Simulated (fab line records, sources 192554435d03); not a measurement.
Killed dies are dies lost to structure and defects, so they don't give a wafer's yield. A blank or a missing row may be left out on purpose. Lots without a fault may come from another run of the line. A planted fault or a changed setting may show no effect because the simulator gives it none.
fab line records | flow n5_finfet
record lots=10 wafers=30 last_day=17
route steps=1938 shown BEOL_M8@1374 BEOL_M9@1402
lots that met no fault: from a run of the same line without faults
start_h: hours from the record's first day to the start of the lot's first wafer shown | wait_h: hours since the lot's step before | " the same as in the row above | L1.1+2: a row that stands for several wafers | - no value, or no start given | * or withheld: withheld | < > ~ a bound
route shown NAME@n: a module of which the file shows steps, and the number in the route of the first | usual: mean/standard deviation of fault-free wafers | same: alike in all rows | chamber/n: place in a boat | sites: the reading at each site | _std_site: their standard deviation | _edge_site: outer sites' mean less inner sites' | radius_mm: how far each site lies from the wafer's centre | mask NAME#n: copy n | behind: the tool/chamber that last shaped the wafer | hold: why the lot was held/for how many hours/how that ended | device: the transistor (n, p or np) that didn't switch | end of line: the same wafers' tests at the end of the route | a step without rows: its recipe alone | killed: dies lost to structure and defects at the first sort, not the wafer's yield | map: a wafer's dies, x killed, . not, _ none there
set.NAME: the setting as run; set.NAME@STEP: as run at that earlier step | model.NAME: the simulator's own value behind a step, which no gauge read
steps of the route over a sample of lots; a table a step, a row a wafer
services: from which hour (start_h, from the record's first day; less than 0 if before it) a tool's chamber was out of use, for how many hours, and why
## steps
# step N5_BEOL_M8_VIA_ETCH_34
# recipe chemistry=C4F6/O2 target=SiCOH_lowk target_depth_a=1255 mask_material=SOC taper_deg=4 time_s=50.5 ion_energy_ev=250 pressure_mtorr=30 source_w=345 bias_w=185 Ar_flow_sccm=300 C4F6_flow_sccm=10 O2_flow_sccm=10
# usual drypump_motor_current_A=5.8/0.53 mfc_ar_sccm=300.1/0.95 oes_product_au=0.80/0.08 rf_vpp_V=669/5.7 showerhead_plenum_p_Torr=2.83/0.086 throttle_valve_pct=20.90/0.24
# same time_s=50.5
# columns lot.wafer tool chamber start_h wait_h drypump_motor_current_A mfc_ar_sccm oes_product_au rf_hours_counter_h rf_vpp_V showerhead_plenum_p_Torr throttle_valve_pct
L386.1 rie_diel-02 1 205.00 0.0 5.5 299.6 0.70 218 667 2.93 21.08
L386.3 " 2 " " 6.5 300.7 0.82 91 670 2.87 21.06
L386.5 " 2 " " 6.5 300.8 0.82 - 669 2.87 21.05
L392.1 rie_diel-02 2 246.29 0.0 6.5 300.0 0.81 106 672 2.87 21.08
L392.2 " 0 " " 5.3 299.9 0.86 48 660 2.77 20.40
L392.4 " 3 " " 5.1 299.5 0.65 248 659 2.80 21.40
L395.1 rie_diel-04 1 272.55 0.0 5.9 297.8 0.90 37 664 2.78 20.83
L395.2 " 2 " " 5.8 301.0 0.80 105 673 2.75 20.97
L395.4 " 3 " " 6.0 300.1 0.81 94 676 2.98 20.82
L396.2 rie_diel-04 2 280.82 0.0 5.9 299.8 0.79 109 673 2.75 20.97
L396.5 " 2 " " 5.9 300.2 0.79 - 673 2.75 20.98
L396.6 " 3 " " 6.0 300.6 0.80 - 677 2.98 20.80
L397.2 rie_diel-04 2 287.42 0.0 5.8 301.1 0.79 110 673 2.75 20.97
L397.3 " 1 " " 5.9 300.8 0.88 42 664 2.77 20.83
L397.5 " 3 " " 6.0 301.0 0.79 - 675 2.98 20.83
L399.1 rie_diel-04 0 287.86 0.0 6.5 301.3 0.90 30 662 2.80 20.80
L399.3 " 2 " " 5.8 300.1 0.78 111 673 2.75 20.98
L399.6 " 3 " " 6.1 300.3 0.79 - 678 2.98 20.81
L400.4 rie_diel-06 2 296.84 0.0 5.9 299.5 0.69 199 672 2.72 20.79
L400.5 " 3 " " 4.9 298.8 0.76 - 675 2.85 21.03
L400.6 " 2 " " 6.0 299.9 0.69 - 671 2.72 20.78
L402.1 rie_diel-02 3 318.20 0.0 5.1 300.5 0.92 20 657 2.79 21.07
L402.4 " 2 " " 6.5 299.9 0.78 140 669 2.85 21.13
L402.5 " 1 " " 5.5 300.9 0.96 - 669 2.91 20.77
L405.2 rie_diel-06 0 334.79 0.0 6.8 299.0 0.73 165 667 2.71 20.60
L405.3 " 2 " " 5.9 300.0 0.69 212 671 2.71 20.80
L405.6 " 0 " " 6.8 300.3 0.73 - 668 2.71 20.59
L406.1 rie_diel-04 0 338.20 0.0 6.5 300.7 0.87 47 663 2.79 20.83
L406.4 " 2 " " 5.9 298.5 0.77 129 672 2.74 21.03
L406.5 " 1 " " 5.9 297.2 0.85 - 666 2.77 20.83
# step N5_BEOL_M8_SPUTTER_48
# recipe material=Cu target_thk_a=100 temp_c=-20 bias_v=60 power_w=26000 chamber_pressure_pa=0.13 time_s=1.667
# usual throttle_valve_pct=29.7/1.3
# same time_s=1.667
# columns lot.wafer tool chamber start_h wait_h throttle_valve_pct
L386.1 pvd_sputter-03 - 206.57 0.1 32.4
L386.3 " - " " 27.9
L386.5 " - " " 31.4
L392.1 pvd_sputter-02 - 248.04 0.1 29.7
L392.2 " - " " 28.0
L392.4 " - " " 29.7
L395.1 pvd_sputter-02 - 274.61 0.2 29.5
L395.2 " - " " 27.8
L395.4 " - " " 29.7
L396.2 pvd_sputter-03 - 282.97 0.1 28.0
L396.5 " - " " 28.1
L396.6 " - " " 31.3
L397.2 pvd_sputter-03 - 289.11 0.1 32.5
L397.3 " - " " 29.6
L397.5 " - " " 29.9
L399.1 pvd_sputter-03 - 289.79 0.3 29.5
L399.3 " - " " 31.2
L399.6 " - " " 31.6
L400.4 pvd_sputter-02 - 298.30 0.0 27.8
L400.5 " - " " 28.0
L400.6 " - " " 29.8
L402.1 pvd_sputter-02 - 319.70 0.1 29.6
L402.4 " - " " 29.5
L402.5 " - " " 29.9
L405.2 pvd_sputter-03 - 337.13 0.4 29.8
L405.3 " - " " 32.1
L405.6 " - " " 31.2
L406.1 pvd_sputter-02 - 341.38 0.5 28.0
L406.4 " - " " 29.3
L406.5 " - " " 27.8
# step N5_BEOL_M8_RS_MEAS_57
# recipe thk_meas_gauge=four-point-probe reads=Cu_of_BEOL_M8_ECD_50+Co_of_BEOL_M8_CVD_78+TaN_of_BEOL_M8_ALD_77
# usual M8_RS=0.285/0.0072
# columns lot.wafer tool chamber start_h wait_h M8_RS[ohm/sq]
L386.1 film_metro-01 - 207.92 0.1 0.298
L386.3 " - " " 0.285
L386.5 " - " " 0.281
L392.1 film_metro-01 - 249.16 0.1 0.289
L392.2 " - " " 0.278
L392.4 " - " " 0.305
L395.1 film_metro-02 - 276.20 0.1 0.278
L395.2 " - " " 0.281
L395.4 " - " " 0.282
L396.2 film_metro-01 - 284.41 0.1 0.291
L396.5 " - " " 0.291
L396.6 " - " " 0.291
L397.2 film_metro-01 - 290.17 0.1 0.290
L397.3 " - " " 0.291
L397.5 " - " " 0.293
L399.1 film_metro-01 - 290.89 0.1 0.269
L399.3 " - " " 0.282
L399.6 " - " " 0.277
L400.4 film_metro-01 - 299.60 0.0 0.297
L400.5 " - " " 0.279
L400.6 " - " " 0.296
L402.1 film_metro-01 - 321.60 0.1 0.280
L402.4 " - " " 0.284
L402.5 " - " " 0.277
L405.2 film_metro-01 - 338.33 0.1 0.291
L405.3 " - " " 0.297
L405.6 " - " " 0.294
L406.1 film_metro-01 - 342.31 0.1 0.273
L406.4 " - " " 0.282
L406.5 " - " " 0.278
# step N5_BEOL_M9_CURE_71
# recipe temp_c=385 time_s=240 ambient=He/Ar material=SiCOH_lowk
# usual lamp_power_pct=52.32/0.054 run_length_s=286.3/1.2 time_s=240/0 wafer_temp_C_max=386.8/0.57
# columns lot.wafer tool chamber start_h wait_h lamp_power_pct run_length_s time_s wafer_temp_C_max
L386.1 uv_cure-01 2 208.06 0.0 52.40 285.0 240 386.8
L386.3 " 2 " " 52.28 285.6 240 387.3
L386.5 " 2 " " 52.36 285.2 240 386.6
L392.1 uv_cure-02 2 249.30 0.0 52.35 286.7 240 386.8
L392.2 " 2 " " 52.39 287.0 240 387.8
L392.4 " 2 " " 52.28 287.1 240 387.2
L395.1 uv_cure-01 2 276.37 0.1 - - - -
L395.2 " 2 " " - - - -
L395.4 " 2 " " - - - -
L396.2 uv_cure-03 2 284.63 0.1 - - - -
L396.5 " 2 " " - - - -
L396.6 " 2 " " - - - -
L397.2 uv_cure-03 2 290.74 0.5 - - - -
L397.3 " 2 " " - - - -
L397.5 " 2 " " - - - -
L399.1 uv_cure-02 1 291.03 0.0 52.25 286.8 240 387.8
L399.3 " 1 " " 52.32 287.7 240 387.6
L399.6 " 1 " " 52.40 287.1 240 387.7
L400.4 uv_cure-03 1 300.05 0.3 52.21 286.5 240 386.1
L400.5 " 1 " " 52.26 286.9 240 386.4
L400.6 " 1 " " 52.36 286.5 240 386.1
L402.1 uv_cure-01 0 321.74 0.0 52.29 286.2 240 385.6
L402.4 " 0 " " 52.36 286.7 240 386.3
L402.5 " 0 " " 52.37 286.2 240 385.8
L405.2 uv_cure-02 1 339.12 0.7 52.29 290.8 240 387.7
L405.3 " 1 " " 52.34 290.6 240 387.1
L405.6 " 1 " " 52.29 290.8 240 387.6
L406.1 uv_cure-01 0 342.70 0.3 52.24 286.2 240 386.5
L406.4 " 0 " " 52.29 286.2 240 386.3
L406.5 " 0 " " 52.30 286.5 240 387.1
# step N5_BEOL_M9_THK_MEAS_01
# recipe reads=SiCOH_lowk_of_BEOL_M9_ILD_DEP_00
# usual M9_ILD_THK=267/3.3
# columns lot.wafer tool chamber start_h wait_h M9_ILD_THK[nm]
L386.1 film_metro-01 - 208.57 0.4 264
L386.3 " - " " 262
L386.5 " - " " 266
L392.1 film_metro-02 - 249.81 0.4 268
L392.2 " - " " 270
L392.4 " - " " 272
L395.1 film_metro-01 - 276.89 0.4 306
L395.2 " - " " 304
L395.4 " - " " 312
L396.2 film_metro-01 - 285.06 0.4 305
L396.5 " - " " 308
L396.6 " - " " 310
L397.2 film_metro-01 - 291.18 0.4 304
L397.3 " - " " 302
L397.5 " - " " 312
L399.1 film_metro-01 - 291.54 0.4 261
L399.3 " - " " 264
L399.6 " - " " 263
L400.4 film_metro-02 - 300.33 0.2 266
L400.5 " - " " 267
L400.6 " - " " 264
L402.1 film_metro-02 - 322.25 0.4 267
L402.4 " - " " 269
L402.5 " - " " 273
L405.2 film_metro-01 - 339.96 0.7 268
L405.3 " - " " 266
L405.6 " - " " 269
L406.1 film_metro-02 - 343.21 0.4 262
L406.4 " - " " 264
L406.5 " - " " 268
## services
# columns tool chamber start_h hours kind
rie_diel-02 - 187.98 14.6 pm
rie_diel-04 0 191.11 - clean
rie_diel-04 0 191.11 - consumable_replace:focus_ring
rie_diel-04 0 191.11 17.0 scheduled_down
rie_diel-04 0 191.11 17.0 vent_cycle
uv_cure-03 - 193.95 7.5 pm
rie_diel-04 1 209.25 5.5 repair
uv_cure-01 - 226.66 10.1 repair
rie_diel-04 0 234.06 1.5 repair
rie_diel-02 3 252.44 - clean
rie_diel-02 3 252.44 - consumable_replace:focus_ring
rie_diel-02 3 252.44 23.4 scheduled_down
rie_diel-02 3 252.44 23.4 vent_cycle
rie_diel-02 1 284.06 - clean
rie_diel-02 1 284.06 - consumable_replace:focus_ring
rie_diel-02 1 284.06 13.9 scheduled_down
rie_diel-02 1 284.06 13.9 vent_cycle
uv_cure-03 - 328.21 14.1 repair
rie_diel-04 1 342.58 5.9 repair
## key
first_sign step=N5_BEOL_M9_CURE_71 reading=tool_record direction=missing
effect step=N5_BEOL_M9_THK_MEAS_01 reading=M9_ILD_THK direction=up sigmas=12 usual=267 struck=307
met_at N5_BEOL_M9_CURE_71
struck_lots L395,L396,L397
not_acting_at N5_BEOL_M8_VIA_ETCH_34,N5_BEOL_M8_SPUTTER_48,N5_BEOL_M8_RS_MEAS_57
onset_between 208.06 276.37
fault kind=skipped_step_whole tool=uv_cure-01,uv_cure-03 chamber=- onset_h=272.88 steps=N5_BEOL_M9_CURE_71 scope=struck_lots_only
